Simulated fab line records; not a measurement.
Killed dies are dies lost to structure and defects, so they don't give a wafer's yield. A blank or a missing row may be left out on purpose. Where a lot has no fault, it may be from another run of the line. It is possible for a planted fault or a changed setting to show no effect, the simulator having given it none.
Struck lot and sound lot, side by side :: flow nandHarc :: 43 out of 1159 route steps
Sound: these wafers, L767.1, L767.2, L767.4. Struck: wafer L776.3 (left out: L776.4, L776.6 of the same lot, which were not struck); the cause appears at the end.
Each step with rows lists, per side, the tool, then ch with its chambers, then its first start. Under that, the readings that differ: sound wafers :: struck wafers :: difference of the means :: sigmas: that difference in standard deviations of wafers without a fault.
alike: readings whose means differ by less than 2 such deviations, and words and numbers that are the same on both sides. not compared: withheld readings, readings that some wafer has no value for, bounds like >300 that may hide the same value, and numbers for which the record gives no deviation and whose values overlap.
A row with sigmas, a row that says differs or no value, or rows on one side alone: a step with any of these is where the two part. Non-overlapping numbers with no deviation appear without sigmas and do not part them. Lack of a reading on every wafer of one side parts them only where that side has two or more wafers.

first, 4 steps without rows for these wafers: NHARC_A_CONTACT_EBR_38; NHARC_A_CONTACT_EXPOSE_39 (exposes mask A CC 3); NHARC_A_CONTACT_PEB_40 (peb time 65 s); NHARC_A_CONTACT_DEVELOP_41 (develop time 35 s).
NHARC_A_CONTACT_CD_MEAS_42 targets a cd of 200 nm.
  sound on cdSem-01 ch 0, day 15 19:37; struck on cdSem-02 ch 0, day 18 17:01
reading: cdNm (nm)
sound: 200.3 200.3 200.7
struck: 199.2
difference: -1.2
sigmas: -3
NHARC_A_CONTACT_OVL_MEAS_43:
  sound on overlay-01, day 15 19:43; struck on overlay-02, day 18 17:07
reading: overlayXNm (nm)
sound: -1.3 -0.9 -1.5
struck: 0.7
difference: +1.9
sigmas: +3
  alike: overlayYNm
NHARC_A_CONTACT_INSPECT_44:
  sound on defectInspect-01, day 15 19:45; struck on defectInspect-01, day 18 17:08
  alike: rawDefectCount
NHARC_A_CONTACT_DESCUM_47: chemistry O2, time 3 s.
  sound on rieDiel-04 ch 0,1,3, day 15 19:49; struck on rieDiel-04 ch 0, day 18 17:13
reading: rfHoursCounterH (h)
sound: 10 11 10
struck: 21
difference: +11
sigmas: 
  alike: chamberPressureMTorr, drypumpMotorCurrentA, oesProductAu, rfVppV, showerheadPlenumPTorr, throttleValvePct
then, 4 steps without rows for these wafers: NHARC_A_CONTACT_ETCH_48 (etches the open film in CF4, target depth 39 nm, time 65 s); NHARC_A_CONTACT_ETCH_49 (etches the open film in N2/H2, target depth 260 nm, time 475.3 s); NHARC_A_CONTACT_ETCH_50 (etches the open film in CF4/CHF3, target depth 84.7 nm, time 42.4 s); NHARC_A_CONTACT_ETCH_51 (etches the open film in O2/COS, target depth 3600 nm, time 936 s).
NHARC_A_CONTACT_ETCH_111: etches the open film in C4F8/O2/Ar, time 140 s, target depth 700 nm.
  sound on harCapEtch-01 ch 0,1, day 15 21:14; struck on harCapEtch-03 ch 1, day 18 18:32
  alike: chamberPressureMTorr
  not compared: rfHoursCounterH
then, 5 steps without rows for these wafers: NHARC_A_CONTACT_ETCH_112 (etches the open film in C4F8/O2/Ar, time 94 s, target depth 922 nm); NHARC_A_CONTACT_ETCH_113 (etches the open film in C4F8/O2/Ar, time 94 s, target depth 922 nm); NHARC_A_CONTACT_ETCH_114 (etches the open film in C4F8/O2/Ar, time 94 s, target depth 922 nm); NHARC_A_CONTACT_ETCH_115 (etches the open film in C4F8/O2/Ar, time 94 s, target depth 922 nm); NHARC_A_CONTACT_ETCH_116 (etches the open film in C4F8/O2/Ar, time 94 s, target depth 922 nm).
NHARC_A_CONTACT_ETCH_117: etches the open film in C4F8/O2/Ar, time 94 s, target depth 922 nm.
  sound on harCapEtch-01 ch 0,1, day 15 21:53; struck on harCapEtch-03 ch 1, day 18 19:09
reading: chamberPressureMTorr (mTorr)
sound: 20.004 19.996 20.049
struck: 19.954
difference: -0.062
sigmas: -3
  not compared: rfHoursCounterH
then, 5 steps without rows for these wafers: NHARC_A_CONTACT_ETCH_118 (etches the open film in C4F8/O2/Ar, time 94 s, target depth 922 nm); NHARC_A_CONTACT_ETCH_119 (etches the open film in C4F8/O2/Ar, time 94 s, target depth 922 nm); NHARC_A_CONTACT_ETCH_120 (etches the open film in C4F8/O2/Ar, time 94 s, target depth 922 nm); NHARC_A_CONTACT_ETCH_121 (etches the open film in C4F8/O2/Ar, time 94 s, target depth 922 nm); NHARC_A_CONTACT_ETCH_122 (etches the open film in C4F8/O2/Ar, time 95 s, target depth 930 nm).
NHARC_A_CONTACT_ETCH_123: etches the open film in C4F8/O2/Ar, time 253 s, target depth 1090 nm.
  sound on harCapEtch-01 ch 0,1, day 15 22:26; struck on harCapEtch-03 ch 1, day 18 19:46
  alike: chamberPressureMTorr
  not compared: rfHoursCounterH
then, 2 steps without rows for these wafers: NHARC_A_CONTACT_ETCH_90 (etches the open film in CH3F/O2, target depth 40 nm, time 85.7 s); NHARC_A_CONTACT_ETCH_96 (etches the open film in C4F6/O2, target depth 20 nm, time 10 s).
NHARC_A_CONTACT_CD_MEAS_53:
  sound on cdSem-01, day 15 23:15; struck on cdSem-01, day 18 20:29
  alike: cdNm
then, 3 steps without rows for these wafers: NHARC_A_CONTACT_STRIP_99 (strips in N2/H2); NHARC_A_CONTACT_STRIP_100 (strips in CF4/CHF3); NHARC_A_CONTACT_STRIP_101 (strips in O2/COS).
NHARC_A_CONTACT_ETCH_102: etches the open film in CF4/O2, target depth 70 nm, overetch 7 nm, time 38.5 s.
  sound on rieDiel-04 ch 0,2,3, day 15 23:35; struck on rieDiel-01 ch 0, day 18 20:47
reading: rfHoursCounterH (h)
sound: 13 12 12
struck: 44
difference: +32
sigmas: 
  alike: chamberPressureMTorr, drypumpMotorCurrentA, oesProductAu, rfVppV, showerheadPlenumPTorr, throttleValvePct
NHARC_A_CONTACT_STRIP_55: strips in O2.
  sound: rieDiel-04 ch 0,1,2; struck: rieDiel-01 ch 1
reading: rfHoursCounterH (h)
sound: 12 12 13
struck: 43
difference: +31
sigmas: 
  alike: chamberPressureMTorr, drypumpMotorCurrentA, oesProductAu, rfVppV, showerheadPlenumPTorr, throttleValvePct
then, 9 steps without rows for these wafers: NHARC_A_CONTACT_STRIP_56 (strips in post etch residue remover, time 600 s); NHARC_A_CONTACT_DEP_57 (deposits aC, target thk 2800 nm); NHARC_A_CONTACT_DEP_58 (deposits SiON, target thk 60 nm); NHARC_A_CONTACT_DEHYDRATE_59 (time 120 s); NHARC_A_CONTACT_HMDS_60 (time 30 s); NHARC_A_CONTACT_COAT_61 (time 75 s); NHARC_A_CONTACT_COAT_62 (time 65 s); NHARC_A_CONTACT_COAT_63 (resist thk 90 nm); NHARC_A_CONTACT_SOFTBAKE_64 (time 55 s).
-- jump in the record: it breaks off in module A_CONTACT and resumes in module END (first step shown: number 1159 of the route), and 3 days separate the struck wafers' starts before and after --
NHARC_END_SORT_01:
  sound on prober-01 ch 0, day 19 16:45; struck on prober-01 ch 0, day 21 16:25
reading: killedAtArray
sound: 16 19 18
struck: 93
difference: +75
sigmas: +8

reading: killedDies
sound: 20 22 22
struck: 96
difference: +75
sigmas: +8
  alike: killedAtOther, killedAtPeriphery, killedOpen, killedShort

## WHERE THEY PART
At NHARC_A_CONTACT_CD_MEAS_42 first; at NHARC_END_SORT_01 last (within this record only).

WHY: what the simulator had put in
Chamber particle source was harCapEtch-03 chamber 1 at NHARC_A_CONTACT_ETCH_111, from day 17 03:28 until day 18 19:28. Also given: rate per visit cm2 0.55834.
